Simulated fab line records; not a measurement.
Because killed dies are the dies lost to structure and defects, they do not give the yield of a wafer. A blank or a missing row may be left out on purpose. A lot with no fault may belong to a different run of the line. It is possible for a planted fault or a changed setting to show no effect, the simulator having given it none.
fab line records | flow nandHarc
record lots=6 wafers=14 lastDay=31
route steps=1302 shown A_CONTACT@1089 END@1302
lots that met no fault: from a run of the same line without faults
startH: start of the lot's first displayed wafer, in hours after the record's first day | waitH: hours from the lot's prior step to this one | " the same as in the row above | L1.1+2: several wafers, shown together as one row | - no value, or no start was given | * or withheld: withheld | < > ~ a bound
route shown NAME@n: names a module that has steps shown in the file, with the first one's number in the route | usual: mean/standard deviation of fault-free wafers | same: alike in all rows | chamber/n: place in a boat | sites: the reading at each site | _std_site: standard deviation across them | _edge_site: outer sites' mean less inner sites' | radiusMm: how far each site lies from the wafer's centre | mask NAME#n: copy n | behind: the most recent tool/chamber to have shaped the wafer | hold: what put the lot on hold/how long, in hours/how the hold closed | device: transistor that didn't switch, given as n, p or np | end of line: at the end of the route, the tests of the same wafers | step lacking rows: just its recipe | killed: dies lost to structure and defects at the first sort, not the wafer's yield | map: the dies of a wafer, with x for killed, . for not killed, _ for no die there
set.NAME: the run value of the setting; set.NAME@STEP: its run value at that earlier step | model.NAME: the simulator's own value behind a step, which no gauge read
lots at some steps of the route; a table a step, a row a wafer
services: from which hour (startH, from the record's first day; less than 0 if before it) a tool's chamber was out of use, for how many hours, and why
## steps
# step NHARC_A_CONTACT_ETCH_137
# recipe sourceW=withheld pressureMtorr=20 biasV=1200 timeS=311 targetDepthA=19120 arFlowSccm=withheld c4f8FlowSccm=withheld o2FlowSccm=withheld chemistry=C4F8/O2/Ar
# step NHARC_A_CONTACT_ETCH_138
# recipe sourceW=withheld pressureMtorr=20 biasV=1200 timeS=311 targetDepthA=19140 arFlowSccm=withheld c4f8FlowSccm=withheld o2FlowSccm=withheld chemistry=C4F8/O2/Ar
# columns lot.wafer tool chamber startH waitH rfHoursCounterH
L914.1 harCapEtch-02 0 605.98 0.3 106
L914.3 " 0 " " -
L914.6 " 0 " " -
L915.6 harCapEtch-01 1 607.53 0.2 -
L918.1 harCapEtch-02 0 627.25 0.2 112
L918.4 " 1 " " -
L918.3 " 0 " " -
L916.1 harCapEtch-03 1 627.71 0.4 65
L920.2 harCapEtch-03 0 654.58 0.2 71
L920.4 " 0 " " -
L920.5 " 0 " " -
L924.3 harCapEtch-02 1 693.75 0.2 -
L924.4 " 0 " " -
L924.6 " 0 " " -
# step NHARC_A_CONTACT_ETCH_139
# recipe sourceW=withheld pressureMtorr=20 biasV=400 timeS=195 targetDepthA=8400 arFlowSccm=withheld c4f8FlowSccm=11.5 o2FlowSccm=7.2 chemistry=C4F8/O2/Ar
# columns lot.wafer tool chamber startH waitH rfHoursCounterH
L914.1 harCapEtch-02 0 606.34 0.3 106
L914.3 " 0 " " -
L914.6 " 0 " " -
L915.6 harCapEtch-01 1 607.80 0.2 -
L918.1 harCapEtch-02 0 627.53 0.2 112
L918.4 " 1 " " -
L918.3 " 0 " " -
L916.1 harCapEtch-03 1 628.19 0.4 66
L920.2 harCapEtch-03 0 654.85 0.2 71
L920.4 " 0 " " -
L920.5 " 0 " " -
L924.3 harCapEtch-02 1 694.03 0.2 -
L924.4 " 0 " " -
L924.6 " 0 " " -
# step NHARC_A_CONTACT_ETCH_92
# recipe targetDepthA=400 overEtchFrac=0.5 timeS=85.7 ionEnergyEv=120 ch3fFlowSccm=50 o2FlowSccm=30 arFlowSccm=200 rfW=500 biasW=100 chemistry=CH3F/O2
# usual drypumpMotorCurrentA=5.6/0.32 oesProductAu=0.930/0.023 rfVppV=244.2/1.6 showerheadPlenumPTorr=2.45/0.096 throttleValvePct=20.663/0.0098
# same overEtchFrac=0.5
# columns lot.wafer tool chamber startH waitH drypumpMotorCurrentA oesProductAu rfHoursCounterH rfVppV showerheadPlenumPTorr throttleValvePct
L914.3 rieDiel-04 1 606.99 0.5 5.6 0.924 11 244.3 2.35 20.675
L914.1 " 3 " " 5.8 0.926 12 243.3 2.40 20.671
L914.6 " 1 " " 5.6 0.925 - 242.5 2.35 20.682
L915.6 rieDiel-06 3 608.19 0.3 5.3 0.917 - 244.7 2.43 20.671
L918.4 rieDiel-01 1 628.04 0.4 6.0 0.926 25 243.9 2.45 20.652
L918.3 " 2 " " 5.5 0.908 23 243.9 2.40 20.658
L918.1 " 3 " " 6.1 0.913 19 246.7 2.58 20.653
L916.1 rieDiel-04 0 628.94 0.7 5.1 0.933 18 243.2 2.37 20.668
L920.4 rieDiel-04 3 655.42 0.4 5.8 0.999 21 242.9 2.40 20.682
L920.2 " 0 " " 5.1 1.003 21 243.3 2.37 20.683
L920.5 " 3 " " 5.8 0.994 - 243.3 2.40 20.670
L924.4 rieDiel-01 0 694.51 0.4 5.4 0.916 43 245.7 2.59 20.678
L924.3 " 1 " " 6.0 0.911 47 246.1 2.44 20.650
L924.6 " 0 " " 5.4 0.914 - 246.6 2.59 20.665
# step NHARC_A_CONTACT_ETCH_98
# recipe targetDepthA=200 overEtchFrac=0.5 timeS=10 ionEnergyEv=250 c4f6FlowSccm=25 o2FlowSccm=20 arFlowSccm=500 rfW=600 biasW=500 chemistry=C4F6/O2
# usual drypumpMotorCurrentA=5.6/0.32 oesProductAu=0.950/0.02 rfVppV=546.5/2.8 showerheadPlenumPTorr=3.91/0.14 throttleValvePct=26.903/0.0087
# same overEtchFrac=0.5
# columns lot.wafer tool chamber startH waitH drypumpMotorCurrentA oesProductAu rfHoursCounterH rfVppV showerheadPlenumPTorr throttleValvePct
L914.1 rieDiel-04 3 - - 5.8 0.942 12 545.5 3.84 26.908
L914.3 " 1 " " 5.6 0.935 11 544.1 3.76 26.906
L914.6 " 2 " " 5.7 0.947 - 550.3 4.10 26.891
L915.6 rieDiel-06 2 - - 6.3 0.931 - 547.0 3.91 26.902
L918.1 rieDiel-01 2 - - 5.5 0.948 23 545.1 3.84 26.912
L918.3 " 3 " " 6.1 0.938 19 550.4 4.11 26.895
L918.4 " 0 " " 5.5 0.942 20 550.4 4.14 26.911
L916.1 rieDiel-04 0 - - 5.1 0.948 18 543.4 3.79 26.919
L920.4 rieDiel-04 1 - - 5.6 1.010 19 543.8 3.76 26.910
L920.2 " 0 " " 5.1 1.008 21 543.4 3.79 26.894
L920.5 " 1 " " 5.6 1.003 - 544.5 3.76 26.907
L924.4 rieDiel-01 2 - - 5.5 0.917 46 544.1 3.82 26.910
L924.3 " 3 " " 6.1 0.943 39 550.4 4.10 26.889
L924.6 " 2 " " 5.5 0.920 - 545.8 3.82 26.916
# step NHARC_A_CONTACT_CD_MEAS_15
# usual cdNm=190.0/0.56
# columns lot.wafer tool chamber startH waitH cdNm
L914.1 cdSem-02 - 607.21 - 190.2
L914.3 " - " " 190.5
L914.6 " - " " 190.0
L915.6 cdSem-01 - 608.36 - 190.6
L918.1 cdSem-03 - 628.26 - 190.0
L918.3 " - " " 189.8
L918.4 " - " " 189.9
L916.1 cdSem-02 - 629.11 - 190.3
L920.2 cdSem-01 - 655.63 - 190.1
L920.4 " - " " 190.9
L920.5 " - " " 190.6
L924.3 cdSem-02 - 694.72 - 189.8
L924.4 " - " " 189.8
L924.6 " - " " 189.8
# step NHARC_A_CONTACT_STRIP_107
# recipe n2FlowSccm=150 h2FlowSccm=150 arFlowSccm=0 biasW=0 chemistry=N2/H2
# step NHARC_A_CONTACT_STRIP_108
# recipe cf4FlowSccm=100 chf3FlowSccm=30 arFlowSccm=0 biasW=0 chemistry=CF4/CHF3
# step NHARC_A_CONTACT_STRIP_109
# recipe o2FlowSccm=400 cosFlowSccm=20 arFlowSccm=0 biasW=0 chemistry=O2/COS
# step NHARC_A_CONTACT_ETCH_110
# recipe targetDepthA=600 overetchA=60 timeS=33 ionEnergyEv=100 cf4FlowSccm=80 o2FlowSccm=20 arFlowSccm=0 rfW=300 biasW=100 chemistry=CF4/O2
# step NHARC_A_CONTACT_STRIP_26
# recipe o2FlowSccm=500 arFlowSccm=0 biasW=0 chemistry=O2
# usual drypumpMotorCurrentA=5.6/0.32 oesProductAu=0.996/0.01 rfVppV=57.9/0.88 showerheadPlenumPTorr=3.54/0.14 throttleValvePct=17.037/0.0091
# columns lot.wafer tool chamber startH waitH drypumpMotorCurrentA oesProductAu rfHoursCounterH rfVppV showerheadPlenumPTorr throttleValvePct
L914.3 rieDiel-04 3 - - 5.8 1.007 12 58.0 3.45 17.028
L914.1 " 0 " " 5.1 0.999 13 57.5 3.41 17.049
L914.6 " 3 " " 5.8 1.017 - 55.6 3.45 17.060
L915.6 rieDiel-01 3 - - 6.1 1.002 - 58.7 3.70 17.038
L918.3 rieDiel-01 1 - - 6.0 0.982 25 58.2 3.52 17.016
L918.1 " 3 " " 6.1 0.996 19 59.0 3.70 17.040
L918.4 " 0 " " 5.4 0.996 21 58.2 3.73 17.034
L916.1 rieDiel-06 3 - - 5.3 0.985 51 58.4 3.48 17.027
L920.4 rieDiel-04 2 - - 5.7 0.987 15 59.3 3.68 17.049
L920.2 " 3 " " 5.8 0.998 21 57.0 3.45 17.048
L920.5 " 2 " " 5.7 0.989 - 57.8 3.68 17.028
L924.4 rieDiel-04 3 - - 5.8 0.991 27 57.1 3.44 17.031
L924.3 " 0 " " 5.1 1.005 27 57.9 3.40 17.044
L924.6 " 1 " " 5.6 0.986 - 57.2 3.37 17.025
# step NHARC_A_CONTACT_STRIP_27
# recipe timeS=600 tempC=30 chemistry=postEtchResidueRemover
# step NHARC_A_CONTACT_ALD_18
# recipe targetThkA=30 pulseTimeS=1 aldCycles=150 tempC=450 material=TiN
# usual aldCycles=150/0 heaterPowerW=1122/110 precursorPulseHeightRel=1.000/0.02
# columns lot.wafer tool chamber startH waitH aldCycles heaterPowerW precursorPulseHeightRel
L914.1 aldMetal-01 2 608.16 - 150 950 1.007
L914.3 " 3 " " 150 1214 1.022
L914.6 " 3 " " 150 1197 0.987
L915.6 aldMetal-01 0 612.76 - 69 1209 1.024
L918.3 aldMetal-03 3 629.21 - 150 1196 0.998
L918.1 " 0 " " 150 1282 0.968
L918.4 " 2 " " 150 1022 0.993
L916.1 aldMetal-01 0 630.22 - 69 1203 1.025
L920.2 aldMetal-03 3 656.59 - 150 1188 1.033
L920.5 " 2 " " 150 1037 1.016
L920.4 " 0 " " 150 1285 1.029
L924.3 aldMetal-04 1 695.67 - 150 1211 0.999
L924.4 " 2 " " 150 911 1.019
L924.6 " 2 " " 150 905 1.021
# step NHARC_A_CONTACT_CVD_19
# recipe targetThkA=3000 tempC=300 pressureTorr=40 wf6FlowSccm=40 h2FlowSccm=1600 arFlowSccm=1560 timeS=802 material=W
# step NHARC_END_SORT_01
# recipe tempC=25
# usual killedAtArray=55/19 killedAtOther=0.8/1.1 killedAtPeriphery=4.0/2.6 killedDies=60/20 killedOpen=3.4/1.7 killedShort=2.6/1.5
# same grossDies=677
# columns lot.wafer tool chamber startH waitH killedAtArray killedAtOther killedAtPeriphery killedDies killedOpen killedShort
L915.6 prober-02 0 662.18 4.0 669 2 6 677 4 6
L916.1 prober-02 0 674.59 2.5 675 0 2 677 5 2
# killed by level:class
L915.6 A_CONTACT:areaAld=593 A_CHANNEL_HOLE_D1:chamberFilmFlake=35 A_SLIT:chamberFilmFlake=20 A_CONTACT:chamberFilmFlake=8 A_CHANNEL_HOLE_D2:chamberFilmFlake=5 A_STAIRCASE:chamberFilmFlake=3 P_M0:geometricParticle:open=2 A_WL_FILL:geometricParticle:short=2
L916.1 A_CONTACT:areaAld=626 A_CHANNEL_HOLE_D1:chamberFilmFlake=27 A_STAIRCASE:chamberFilmFlake=8 A_CHANNEL_HOLE_D2:chamberFilmFlake=5 A_WL_FILL:chamberFilmFlake=2 A_CHANNEL_FILL_D1:geometricParticle:open=1 A_ONON_D2:geometricParticle:open=1 A_ONON_D2:geometricParticle:short=1
# map L915.6 (x killed, . not)
____________x____________
_________xxxxxxx_________
_______xxxxxxxxxxx_______
______xxxxxxxxxxxxx______
_____xxxxxxxxxxxxxxx_____
____xxxxxxxxxxxxxxxxx____
____xxxxxxxxxxxxxxxxx____
___xxxxxxxxxxxxxxxxxxx___
___xxxxxxxxxxxxxxxxxxx___
__xxxxxxxxxxxxxxxxxxxxx__
__xxxxxxxxxxxxxxxxxxxxx__
_xxxxxxxxxxxxxxxxxxxxxxx_
_xxxxxxxxxxxxxxxxxxxxxxx_
_xxxxxxxxxxxxxxxxxxxxxxx_
_xxxxxxxxxxxxxxxxxxxxxxx_
_xxxxxxxxxxxxxxxxxxxxxxx_
xxxxxxxxxxxxxxxxxxxxxxxxx
xxxxxxxxxxxxxxxxxxxxxxxxx
xxxxxxxxxxxxxxxxxxxxxxxxx
xxxxxxxxxxxxxxxxxxxxxxxxx
xxxxxxxxxxxxxxxxxxxxxxxxx
_xxxxxxxxxxxxxxxxxxxxxxx_
_xxxxxxxxxxxxxxxxxxxxxxx_
_xxxxxxxxxxxxxxxxxxxxxxx_
_xxxxxxxxxxxxxxxxxxxxxxx_
_xxxxxxxxxxxxxxxxxxxxxxx_
__xxxxxxxxxxxxxxxxxxxxx__
__xxxxxxxxxxxxxxxxxxxxx__
___xxxxxxxxxxxxxxxxxxx___
___xxxxxxxxxxxxxxxxxxx___
____xxxxxxxxxxxxxxxxx____
____xxxxxxxxxxxxxxxxx____
_____xxxxxxxxxxxxxxx_____
______xxxxxxxxxxxxx______
_______xxxxxxxxxxx_______
_________xxxxxxx_________
____________x____________
# map L916.1 (x killed, . not)
____________x____________
_________xxxxxxx_________
_______xxxxxxxxxxx_______
______xxxxxxxxxxxxx______
_____xxxxxxxxxxxxxxx_____
____xxxxxxxxxxxxxxxxx____
____xxxxxxxxxxxxxxxxx____
___xxxxxxxxxxxxxxxxxxx___
___xxxxxxxxxxxxxxxxxxx___
__xxxxxxxxxxxxxxxxxxxxx__
__xxxxxxxxxxxxxxxxxxxxx__
_xxxxxxxxxxxxxxxxxxxxxxx_
_xxxxxxxxxxxxxxxxxxxxxxx_
_xxxxxxxxxxxxxxxxxxxxxxx_
_xxxxxxxxxxxxxxxxxxxxxxx_
_xxxxxxxxxxxxxxxxxxxxxxx_
xxxxxxxxxxxxxxxxxxxxxxxxx
xxxxxxxxxxxxxxxxxxxxxxxxx
xxxxxxxxxxxxxxxxxxxxxxxxx
xxxxxxxxxxxxxxxxxxxxxxxxx
xxxxxxxxxxxxxxxxxxxxxxxxx
_xxxxxxxxxxxxxxxxxxxxxxx_
_xxxxxxxxxxxxxxxxxxxxxxx_
_xxxxxxxxxxxxxxxxxxxxxxx_
_xxxxxxxxxxxxxxxxxxxxxxx_
_xxxxxxxxxxxxxxxxxxxxxxx_
__xxxxxxxxxxxxxxxxxxxxx__
__xxxxxxxxxxxxxxxxxxxxx__
___xxxxxxxxxxxxxxxxxxx___
___xxxxxxxxxxxxxxxxxxx___
____xxxxxxxxxxxxxxxxx____
____xxxxxxxxxxxxxxxxx____
_____xxxxxxxxxxxxxxx_____
______xxxxxxxxxxxxx______
_______xxxxxxxxxxx_______
_________xxxxxxx_________
____________x____________
## services
# columns tool chamber startH hours kind
rieDiel-06 - 588.48 2.4 repair
rieDiel-04 0 589.96 - clean
rieDiel-04 1 589.96 - clean
rieDiel-04 2 589.96 - clean
rieDiel-04 3 589.96 - clean
rieDiel-04 1 591.59 3.2 repair
aldMetal-04 3 591.85 24.9 repair
aldMetal-03 3 609.13 6.0 repair
aldMetal-03 1 609.14 106.5 repair
aldMetal-01 1 611.55 7.1 repair
aldMetal-01 0 614.45 7.5 repair
rieDiel-04 0 614.46 - clean
rieDiel-04 1 614.46 - clean
rieDiel-04 2 614.46 - clean
rieDiel-04 3 614.46 - clean
rieDiel-01 0 636.26 1.2 repair
aldMetal-03 - 638.21 0.2 repair
rieDiel-06 1 641.37 7.3 repair
aldMetal-04 - 646.43 0.9 repair
aldMetal-04 - 652.00 10.0 pm
rieDiel-06 - 661.70 9.0 pm
rieDiel-01 3 664.64 4.5 repair
aldMetal-04 - 683.11 1.2 repair
aldMetal-01 3 695.43 26.7 repair
## key
firstSign step=NHARC_A_CONTACT_ALD_18 reading=aldCycles direction=down sigmas=99+ usual=150 struck=69
effect step=NHARC_END_SORT_01 reading=killedAtArray direction=up sigmas=32 usual=55 struck=672
moreKillsBornAt NHARC_A_CONTACT_ALD_18@aldMetal-01=1219
metAt NHARC_A_CONTACT_ALD_18
struckWafers L915.6,L916.1
laterRowsLeftOut L915.6,L916.1
testerLeftOut L915,L916
earlierFault kind=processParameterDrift tool=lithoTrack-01 chamber=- onsetH=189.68 steps=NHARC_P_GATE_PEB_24 channel=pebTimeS offset=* shape=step actsIn=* stated=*
fault kind=processParameterDrift tool=aldMetal-01 chamber=0 onsetH=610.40 steps=NHARC_A_CONTACT_ALD_18 channel=aldCycles offset=-81 shape=step actsIn=theseRecipesOnly stated=150
# testerLeftOut: of these lots the tester's yield and bins aren't shown, on N5 and GAA mostly nor the transistor test; their killed dies are dies lost to structure and defects alone, not to doping, threshold or leakage, so they don't give the yield
# laterRowsLeftOut: the simulator's readings of these wafers behind a module that went badly wrong aren't trusted and aren't shown, but for the sort
